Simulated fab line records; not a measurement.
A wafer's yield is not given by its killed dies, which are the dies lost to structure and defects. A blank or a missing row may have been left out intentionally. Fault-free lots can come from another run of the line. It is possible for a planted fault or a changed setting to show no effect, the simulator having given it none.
Which of the tools did it?	flow nand-harc	24 lots with 72 wafers sampled at 5 steps, on a route of 1159 steps

WHAT THE GAUGES READ, wafer by wafer
NHARC_A_ZERO_WELL_CD_MEAS_10: target cd 2000 nm.
lot	measured	on	cd-nm (nm)
L074	day 6 06:02	cd-sem-01	1998.7 1997.3 1997.9
L076	day 6 15:55	cd-sem-03	1999.3 1999.9 2003.0
L075	day 6 16:54	cd-sem-02	2003.9 2000.2 2004.1
L078	day 7 09:49	cd-sem-03	2001.7 1998.9 1997.1
L077	day 7 10:06	cd-sem-02	1999.9 1997.7 2000.1
L079	day 7 20:16	cd-sem-03	2001.8 1997.3 1999.9
L081	day 8 01:02	cd-sem-03	1996.3 1999.2 1997.1
L080	day 8 01:49	cd-sem-03	1998.9 1998.9 1999.7
L083	day 8 17:27	cd-sem-03	1999.0 2000.3 2001.7
L082	day 8 18:08	cd-sem-03	1997.2 1999.2 1997.3
L084	day 8 23:11	cd-sem-03	1997.9 1996.7 1997.3
L086	day 9 19:37	cd-sem-02	1994.4 1998.9 1996.8
L088	day 9 20:10	cd-sem-01	2002.2 2003.7 1999.3
L087	day 9 20:56	cd-sem-01	1998.6 2001.4 1996.7
L085	day 9 23:11	cd-sem-02	1999.9 1998.8 2001.6
L089	day 10 05:05	cd-sem-03	2000.8 2000.1 2000.9
L092	day 10 19:22	cd-sem-01	2004.3 2000.9 2001.8
L090	day 10 19:57	cd-sem-01	1998.2 1998.7 1995.4
L091	day 10 20:16	cd-sem-02	1997.9 1997.9 1999.1
L093	day 11 03:08	cd-sem-03	2002.0 2001.8 2004.3
L094	day 11 13:17	cd-sem-03	1996.9 2000.2 1996.7
L097	day 11 21:50	cd-sem-03	2000.6 2001.4 2001.5
L095	day 11 22:47	cd-sem-01	1998.8 2002.0 1999.1
L096	day 11 23:20	cd-sem-01	1998.5 1997.3 1999.1

NHARC_A_CHANNEL_HOLE_D1_INSPECT_40.
lot	measured	on	raw-defect-count
L074	day 8 08:44	defect-inspect-01	38 54 43
L076	day 8 12:47	defect-inspect-02	52 65 62
L075	day 8 13:34	defect-inspect-02	52 59 57
L078	day 9 07:22	defect-inspect-02	45 64 52
L077	day 9 07:17	defect-inspect-02	62 40 61
L079	day 9 18:55	defect-inspect-01	44 61 63
L081	day 10 04:02	defect-inspect-02	75 78 49
L080	day 10 00:51	defect-inspect-01	55 68 49
L083	day 10 14:53	defect-inspect-01	85 63 94
L082	day 10 15:02	defect-inspect-02	41 56 49
L084	day 10 20:14	defect-inspect-02	49 59 47
L086	day 11 17:33	defect-inspect-01	61 55 75
L088	day 11 18:08	defect-inspect-02	44 63 39
L087	day 11 21:40	defect-inspect-02	103 94 71
L085	day 12 01:42	defect-inspect-02	60 51 71
L089	day 12 03:50	defect-inspect-02	57 57 54
L092	day 12 23:37	defect-inspect-01	84 54 80
L090	day 12 20:31	defect-inspect-02	74 71 58
L091	day 12 19:29	defect-inspect-01	34 56 25
L093	day 13 00:31	defect-inspect-01	83 65 72
L094	day 13 09:59	defect-inspect-01	65 80 53
L097	day 13 20:07	defect-inspect-01	102 89 65
L095	day 14 01:10	defect-inspect-01	80 65 53
L096	day 13 21:02	defect-inspect-01	66 22 50

WHAT TOOL EACH LOT RAN ON (gives the tool, then ch and the chambers of the sampled wafers, and finally the start)
lot	NHARC_A_CHANNEL_HOLE_D1_ETCH_39	NHARC_A_CHANNEL_HOLE_D1_ETCH_22	NHARC_A_CHANNEL_HOLE_D1_ETCH_23
L074	rie-diel-08 ch 0,1,3, day 8 03:53 or earlier	har-etch-01 ch 0,1, day 8 03:53	har-etch-01 ch 0,1, day 8 04:27
L076	rie-diel-12 ch 1,2, day 8 07:57 or earlier	har-etch-02 ch 0,1, day 8 07:57	har-etch-02 ch 0,1, day 8 08:31
L075	rie-diel-08 ch 1,3, day 8 08:54 or earlier	har-etch-01 ch 0,1, day 8 08:54	har-etch-01 ch 0,1, day 8 09:31
L078	rie-diel-09 ch 0,3, day 9 02:37 or earlier	har-etch-01 ch 0,1, day 9 02:37	har-etch-01 ch 0,1, day 9 03:11
L077	rie-diel-08 ch 1,2, day 9 02:28 or earlier	har-etch-02 ch 0,1, day 9 02:28	har-etch-02 ch 0,1, day 9 03:01
L079	rie-diel-08 ch 2,3, day 9 14:10 or earlier	har-etch-02 ch 0,1, day 9 14:10	har-etch-02 ch 0,1, day 9 14:45
L081	rie-diel-08 ch 1,2,3, day 9 23:17 or earlier	har-etch-01 ch 0,1, day 9 23:17	har-etch-01 ch 0,1, day 9 23:53
L080	rie-diel-08 ch 0,2, day 9 20:07 or earlier	har-etch-02 ch 1, day 9 20:07	har-etch-02 ch 1, day 9 20:43
L083	rie-diel-09 ch 0,2,3, day 10 10:01 or earlier	har-etch-01 ch 0,1, day 10 10:01	har-etch-01 ch 0,1, day 10 10:35
L082	rie-diel-08 ch 0,2,3, day 10 10:10 or earlier	har-etch-02 ch 0,1, day 10 10:10	har-etch-02 ch 0,1, day 10 10:44
L084	rie-diel-08 ch 2,3, day 10 15:34 or earlier	har-etch-01 ch 0,1, day 10 15:34	har-etch-01 ch 0,1, day 10 16:10
L086	rie-diel-09 ch 1,2, day 11 12:47 or earlier	har-etch-01 ch 0,1, day 11 12:47	har-etch-01 ch 0,1, day 11 13:22
L088	rie-diel-12 ch 0,2,3, day 11 13:23 or earlier	har-etch-02 ch 0,1, day 11 13:23	har-etch-02 ch 0,1, day 11 13:59
L087	rie-diel-09 ch 1,2,3, day 11 16:56 or earlier	har-etch-01 ch 0,1, day 11 16:56	har-etch-01 ch 0,1, day 11 17:31
L085	rie-diel-12 ch 0,1,2, day 11 21:01 or earlier	har-etch-02 ch 0,1, day 11 21:01	har-etch-02 ch 0,1, day 11 21:38
L089	rie-diel-12 ch 0,1, day 11 23:10 or earlier	har-etch-01 ch 0,1, day 11 23:10	har-etch-01 ch 0,1, day 11 23:47
L092	rie-diel-09 ch 1,3, day 12 18:53 or earlier	har-etch-02 ch 0,1, day 12 18:53	har-etch-02 ch 0,1, day 12 19:28
L090	rie-diel-08 ch 0,1,2, day 12 15:32 or earlier	har-etch-01 ch 0,1, day 12 15:32	har-etch-01 ch 0,1, day 12 16:06
L091	rie-diel-12 ch 0,1,3, day 12 14:39 or earlier	har-etch-02 ch 0,1, day 12 14:39	har-etch-02 ch 0,1, day 12 15:13
L093	rie-diel-08 ch 1,2, day 12 19:41 or earlier	har-etch-01 ch 1, day 12 19:41	har-etch-01 ch 1, day 12 20:15
L094	rie-diel-09 ch 0,2,3, day 13 05:08 or earlier	har-etch-01 ch 0,1, day 13 05:08	har-etch-01 ch 0,1, day 13 05:42
L097	rie-diel-09 ch 1,2,3, day 13 15:17 or earlier	har-etch-01 ch 0,1, day 13 15:17	har-etch-01 ch 0,1, day 13 15:51
L095	rie-diel-09 ch 0,1, day 13 20:26 or earlier	har-etch-02 ch 0,1, day 13 20:26	har-etch-02 ch 0,1, day 13 21:01
L096	rie-diel-12 ch 1,2,3, day 13 16:23 or earlier	har-etch-02 ch 0,1, day 13 16:23	har-etch-02 ch 0,1, day 13 17:00
- NHARC_A_CHANNEL_HOLE_D1_ETCH_39: etches the open film in N2/H2, target depth 260 nm, time 325 s.
- NHARC_A_CHANNEL_HOLE_D1_ETCH_22: etches the open film in C4F8/O2/Ar, time 666.7 s, target depth 1600 nm.
- NHARC_A_CHANNEL_HOLE_D1_ETCH_23: etches the open film in C4F8/O2/Ar, time 819 s, target depth 1600 nm.

WHAT THE TOOLS THEMSELVES READ (means of the sampled wafers that have a number; where no wafer has one, the mark that the record gives instead)
NHARC_A_CHANNEL_HOLE_D1_ETCH_39.
lot	tool	drypump-motor-current-A (A)	oes-product-au (a.u.)	rf-vpp-V (V)	showerhead-plenum-p-Torr (Torr)	throttle-valve-pct (%)
L074	rie-diel-08	5.7	0.998	431.5	2.09	14.173
L076	rie-diel-12	5.5	0.992	432.5	2.14	14.176
L075	rie-diel-08	5.5	1.005	430.8	2.06	14.172
L078	rie-diel-09	5.6	1.004	432.4	2.11	14.172
L077	rie-diel-08	5.8	0.994	429.0	1.97	14.175
L079	rie-diel-08	5.7	0.995	431.4	2.09	14.180
L081	rie-diel-08	5.8	0.997	429.9	2.03	14.169
L080	rie-diel-08	6.2	0.998	428.4	1.96	14.161
L083	rie-diel-09	5.9	0.992	431.0	2.07	14.167
L082	rie-diel-08	5.9	0.997	431.5	2.06	14.174
L084	rie-diel-08	6.0	0.999	429.1	1.99	14.164
L086	rie-diel-09	5.9	0.998	428.6	1.98	14.172
L088	rie-diel-12	5.8	0.991	432.5	2.09	14.173
L087	rie-diel-09	5.9	0.996	430.4	2.03	14.180
L085	rie-diel-12	5.5	1.006	431.6	2.10	14.164
L089	rie-diel-12	5.5	0.991	430.7	2.05	14.170
L092	rie-diel-09	5.8	0.995	432.9	2.09	14.173
L090	rie-diel-08	6.0	0.998	428.8	1.99	14.157
L091	rie-diel-12	5.6	0.999	432.5	2.12	14.182
L093	rie-diel-08	6.0	1.014	427.4	1.93	14.175
L094	rie-diel-09	5.9	0.999	431.7	2.07	14.177
L097	rie-diel-09	5.9	1.004	430.6	2.03	14.171
L095	rie-diel-09	5.6	1.004	430.8	2.06	14.167
L096	rie-diel-12	5.5	0.997	435.0	2.16	14.174

NHARC_A_CHANNEL_HOLE_D1_ETCH_22.
lot	tool	drypump-motor-current-A (A)	showerhead-plenum-p-Torr (Torr)	temp-c (C)	throttle-valve-pct (%)
L074	har-etch-01	6.3	3.75	-19.97	32.164
L076	har-etch-02	5.4	3.81	-19.96	32.163
L075	har-etch-01	6.3	3.75	-20.05	32.156
L078	har-etch-01	6.4	3.75	-20.02	32.149
L077	har-etch-02	5.4	3.81	-19.94	32.162
L079	har-etch-02	5.4	3.81	-19.98	32.157
L081	har-etch-01	6.4	3.74	-19.97	32.160
L080	har-etch-02	5.5	3.77	-20.02	32.157
L083	har-etch-01	5.9	3.68	-20.02	32.157
L082	har-etch-02	5.4	3.80	-20.05	32.150
L084	har-etch-01	6.4	3.74	-19.94	32.152
L086	har-etch-01	5.9	3.68	-20.05	32.145
L088	har-etch-02	5.2	3.83	-20.04	32.164
L087	har-etch-01	6.4	3.73	-19.94	32.158
L085	har-etch-02	5.2	3.82	-20.01	32.148
L089	har-etch-01	5.9	3.67	-20.05	32.154
L092	har-etch-02	5.4	3.79	-20.14	32.154
L090	har-etch-01	5.9	3.67	-19.83	32.158
L091	har-etch-02	5.2	3.82	-20.02	32.146
L093	har-etch-01	5.5	3.62	-20.11	32.166
L094	har-etch-01	6.4	3.72	-19.98	32.155
L097	har-etch-01	6.3	3.72	-20.00	32.156
L095	har-etch-02	5.2	3.81	-19.93	32.157
L096	har-etch-02	5.4	3.78	-20.12	32.154

NHARC_A_CHANNEL_HOLE_D1_ETCH_23.
lot	tool	drypump-motor-current-A (A)	showerhead-plenum-p-Torr (Torr)	temp-c (C)	throttle-valve-pct (%)
L074	har-etch-01	6.3	3.75	-19.91	32.153
L076	har-etch-02	5.4	3.81	-19.93	32.147
L075	har-etch-01	6.3	3.75	-19.98	32.154
L078	har-etch-01	6.3	3.74	-20.16	32.155
L077	har-etch-02	5.4	3.81	-19.90	32.165
L079	har-etch-02	5.4	3.81	-20.05	32.150
L081	har-etch-01	6.4	3.74	-19.92	32.154
L080	har-etch-02	5.5	3.77	-20.00	32.144
L083	har-etch-01	5.9	3.68	-20.10	32.151
L082	har-etch-02	5.4	3.80	-20.09	32.150
L084	har-etch-01	6.3	3.74	-20.03	32.157
L086	har-etch-01	5.9	3.68	-19.86	32.149
L088	har-etch-02	5.2	3.83	-19.96	32.157
L087	har-etch-01	6.4	3.73	-19.95	32.166
L085	har-etch-02	5.2	3.82	-19.89	32.155
L089	har-etch-01	5.9	3.67	-20.00	32.153
L092	har-etch-02	5.4	3.79	-19.99	32.148
L090	har-etch-01	5.9	3.67	-19.96	32.155
L091	har-etch-02	5.2	3.82	-19.90	32.150
L093	har-etch-01	5.5	3.62	-20.14	32.159
L094	har-etch-01	6.4	3.72	-20.05	32.158
L097	har-etch-01	6.4	3.72	-20.00	32.155
L095	har-etch-02	5.2	3.81	-20.03	32.163
L096	har-etch-02	5.4	3.78	-19.97	32.166

THE ANSWER, worked out from the rows above alone
Rule: what is usual is taken from the lots themselves. Put in order of their means at a reading, lots are off if they are a third of the lots or fewer, leave a main group of 4 or more, and stand apart from it by a gap of 3 or more times the standard deviation of the main group's means; of several such gaps the widest counts. The tables above print the reading to a certain number of digits; a main group whose means all agree to those digits is not used. Also off: a lot with no number at a reading for which 4 or more lots have one. Where the step has rows for the other lots, those lots are counted as sound. The gauges are gone through in route order, then the tools' own readings, and for those a lot's mean is taken as printed above. At the first step where some lot is off, the reading lying furthest off is the one used; lots without a number count as furthest.
Across all readings shown, no lot is off: no conclusion can be drawn from this.

WHAT THE SIMULATOR PUT IN
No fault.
